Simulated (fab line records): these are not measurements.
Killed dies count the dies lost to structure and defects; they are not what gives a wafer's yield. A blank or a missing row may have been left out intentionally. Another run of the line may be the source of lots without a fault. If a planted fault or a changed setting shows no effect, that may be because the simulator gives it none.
Struck lot and sound lot, side by side || flow n5-finfet || 36 steps out of a route of 1938
Sound: the wafers L764.1, L764.3, L764.6. Struck: wafer L778.3. (L778.2, L778.6 of the same lot were not struck and are left out.) The cause comes at the end.
Each step with rows lists, per side, the tool, then ch with its chambers, then its first start. Under that, the readings that differ: sound wafers || struck wafers || difference of the means || sigmas: that difference in standard deviations of wafers without a fault.
alike: readings with means less than 2 such deviations apart, plus words and numbers identical on both sides. not compared: withheld readings, readings lacking a value on some wafer, bounds such as >300 that could conceal the same value, and numbers that have no deviation in the record and whose values overlap.
A row with sigmas, a row that says differs or no value, or rows on one side alone: a step with any of these is where the two part. Numbers that don't overlap but have no deviation are shown without sigmas and don't part them. A reading that every wafer of one side lacks parts them only if that side has two wafers or more.

first, 9 steps without rows for these wafers: N5_BEOL_M4_ANNEAL_95 (time 240 s); N5_BEOL_M4_SPUTTER_96 (material Cu, target thk 4.5 nm, time 8.29 s); N5_BEOL_M4_ECD_50 (material Cu, target thk 300 nm); N5_BEOL_M4_ANNEAL_51 (time 90 s); N5_BEOL_M4_CMP_52 (polishes, stops on SiOC, t overpolish 6.8 s, target thk 40 nm); N5_BEOL_M4_PRE_CLEAN_60 (time 15 s); N5_BEOL_M4_CO_CAP_55 (material Co, precursor CCTBA/H2, target thk 2 nm, time 102.1 s); N5_BEOL_M4_PRE_CLEAN_56 (time 15 s); N5_BEOL_M4_DEP_57 (deposits SiCN from 3MS/NH3, target thk 8 nm, time 14 s).
N5_BEOL_M4_RC_MEAS_101:
  sound on prober-01 ch 0, day 9 13:59; struck on prober-02 ch 0, day 13 09:29
{"reading": "DIBL_P (mV/V)", "sound": "37.2 36.0 36.1", "struck": 28.9, "difference": -7.5, "sigmas": -3}
{"reading": "IOFF_N (nA/um)", "sound": "0.18 0.14 0.15", "struck": 0.08, "difference": -0.08, "sigmas": -2}
{"reading": "IOFF_P (nA/um)", "sound": "0.24 0.23 0.23", "struck": 0.14, "difference": -0.09, "sigmas": -2}
{"reading": "SS_P (mV/dec)", "sound": "73.2 73.2 73.7", "struck": 71.8, "difference": -1.6, "sigmas": -2}
{"reading": "VT_N (mV)", "sound": "247 252 250", "struck": 261, "difference": "+11", "sigmas": "+3"}
  alike: DIBL_N, ION_N, ION_P, SS_N, VT_P
then, 24 steps without rows for these wafers: N5_BEOL_M5_ILD_DEP_00 (deposits SiCOH lowk from DEMS/porogen, target thk 140.64 nm, time 25.9 s); N5_BEOL_M5_CURE_79 (cures SiCOH lowk, time 240 s); N5_BEOL_M5_PECVD_70 (deposits SiO2 from TEOS/O2, target thk 16 nm, time 18 s); N5_BEOL_M5_HM_DEP_02 (deposits TiN, target thk 20 nm); N5_BEOL_M5_COAT_59 (time 60 s, resist thk 60 nm); N5_BEOL_M5_COAT_60 (time 60 s, resist thk 12 nm); N5_BEOL_M5_COAT_71 (time 60 s, resist thk 5 nm); N5_BEOL_M5_COAT_05 (resist thk 30 nm); N5_BEOL_M5_EBR_07; N5_BEOL_M5_SOFTBAKE_06 (time 60 s); N5_BEOL_M5_EXPOSE_08 (exposes mask M5, target cd 28 nm); N5_BEOL_M5_PEB_09 (peb time 60 s); N5_BEOL_M5_DEVELOP_10 (develop time 30 s); N5_BEOL_M5_DESCUM_16 (chemistry O2, time 7 s); N5_BEOL_M5_ETCH_72 (etches underlayer in N2/H2, target depth 6.5 nm, time 5.2 s); N5_BEOL_M5_ETCH_61 (etches SiARC in CF4, target depth 15.6 nm, time 26 s); N5_BEOL_M5_ETCH_62 (etches SOC in N2/H2, target depth 75 nm, overetch 15 nm, time 112.5 s); N5_BEOL_M5_STRIP_63 (strips in N2/H2); N5_BEOL_M5_STRIP_73 (strips in N2/H2); N5_BEOL_M5_STRIP_64 (strips in CF4); N5_BEOL_M5_HM_OPEN_17 (chemistry Cl2/BCl3, target TiN, target depth 20 nm, overetch 6 nm); N5_BEOL_M5_STRIP_19 (strips in O2); N5_BEOL_M5_COAT_65 (time 60 s, resist thk 60 nm); N5_BEOL_M5_COAT_66 (time 60 s, resist thk 12 nm).
-- record jumps: 4 days separate the struck wafers' starts on either side; left off in module BEOL_M5, taken up again in module PASSIVATION, whose first shown step is the route's number 1936 --
N5_PASSIVATION_PECVD_01: deposits SiNx from SiH4/NH3/N2, target thk 200 nm, time 43.2 s.
  sound on pecvd-04 ch 0,1, day 13 16:28; struck on pecvd-04 ch 0, day 17 18:11
{"reading": "model.SiNx_of_PASSIVATION_PECVD_01.thk-nm (nm)", "sound": "201 200.6 200.2", "struck": 251, "difference": "+50", "sigmas": ""}
  alike: heater-power-w, showerhead-plenum-p-Torr, showerhead-vpp-V, throttle-valve-pct
N5_PASSIVATION_PROBE_49:
  record: rows for the struck wafers here (prober-01, day 18 03:07), none for the sound ones

## WHERE THEY PART
Earliest at N5_BEOL_M4_RC_MEAS_101; latest, in this record, at N5_PASSIVATION_PROBE_49.

WHY: the cause the simulator had injected
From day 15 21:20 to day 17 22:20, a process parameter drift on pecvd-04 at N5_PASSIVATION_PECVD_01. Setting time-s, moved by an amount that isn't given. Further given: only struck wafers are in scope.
